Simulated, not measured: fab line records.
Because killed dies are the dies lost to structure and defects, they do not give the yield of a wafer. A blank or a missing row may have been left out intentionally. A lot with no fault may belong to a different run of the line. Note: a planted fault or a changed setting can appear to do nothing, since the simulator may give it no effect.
Chamber matching || flow n5 finfet || N5_BEOL_M4_ILD_DEP_00 on pecvd-04 has 3 sister chambers
The step deposits SiOC from DEMS/O2, target thk 79 nm, time 15.3 s. 3 wafers are shown with their chamber, then 12 later ones without.

## WAFERS PAIRED WITH THEIR CHAMBERS
{"wafer": "L088.1", "chamber": 0, "throttle valve pct (%)": 11.6}
{"wafer": "L094.4", "chamber": 1, "throttle valve pct (%)": 12.3}
{"wafer": "L094.5", "chamber": 2, "throttle valve pct (%)": 11.3}

## WAFERS MISSING THEIR CHAMBER
{"wafer": "L096.1", "throttle valve pct (%)": 12.4}
{"wafer": "L096.2", "throttle valve pct (%)": 11.2}
{"wafer": "L096.3", "throttle valve pct (%)": 11.1}
{"wafer": "L096.4", "throttle valve pct (%)": 11.2}
{"wafer": "L096.5", "throttle valve pct (%)": 12.8}
{"wafer": "L096.6", "throttle valve pct (%)": 11.3}
{"wafer": "L095.2", "throttle valve pct (%)": 11.4}
{"wafer": "L095.3", "throttle valve pct (%)": 12.2}
{"wafer": "L095.5", "throttle valve pct (%)": 11.9}
{"wafer": "L097.2", "throttle valve pct (%)": 12.2}
{"wafer": "L097.3", "throttle valve pct (%)": 10.9}
{"wafer": "L097.5", "throttle valve pct (%)": 11.1}

## THE CHAMBER EACH PASSED THROUGH
{"wafer": "L096.1", "from the rows above": 1, "in truth": 1}
{"wafer": "L096.2", "from the rows above": "can't be placed: 2 or 0", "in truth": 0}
{"wafer": "L096.3", "from the rows above": "can't be placed: 2 or 0", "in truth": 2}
{"wafer": "L096.4", "from the rows above": "can't be placed: 2 or 0", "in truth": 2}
{"wafer": "L096.5", "from the rows above": 1, "in truth": 1}
{"wafer": "L096.6", "from the rows above": "can't be placed: 2 or 0", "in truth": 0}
{"wafer": "L095.2", "from the rows above": "can't be placed: 2 or 0", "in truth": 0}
{"wafer": "L095.3", "from the rows above": 1, "in truth": 1}
{"wafer": "L095.5", "from the rows above": "can't be placed: 0 or 1 or 2", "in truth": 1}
{"wafer": "L097.2", "from the rows above": 1, "in truth": 1}
{"wafer": "L097.3", "from the rows above": "can't be placed: 2 or 0", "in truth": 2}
{"wafer": "L097.5", "from the rows above": "can't be placed: 2 or 0", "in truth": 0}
Correct placement for 4 of the 12. Not placeable from these rows: 8 (in 8, the candidates include the true chamber). 0 placed wrongly.
How it was worked out, from the rows above alone: a wafer's distance from a chamber is the root of the sum, over the readings, of the square of ((its reading less the chamber's mean) divided by the reading's scatter). The wafer belongs to the nearest chamber; if the next one is less than 2 further off, it can't be placed. Each chamber's mean is taken over the wafers shown for it. The scatter: with one shown wafer a chamber, the root of the mean of the squares of how far each hidden wafer lies from its nearest shown one.
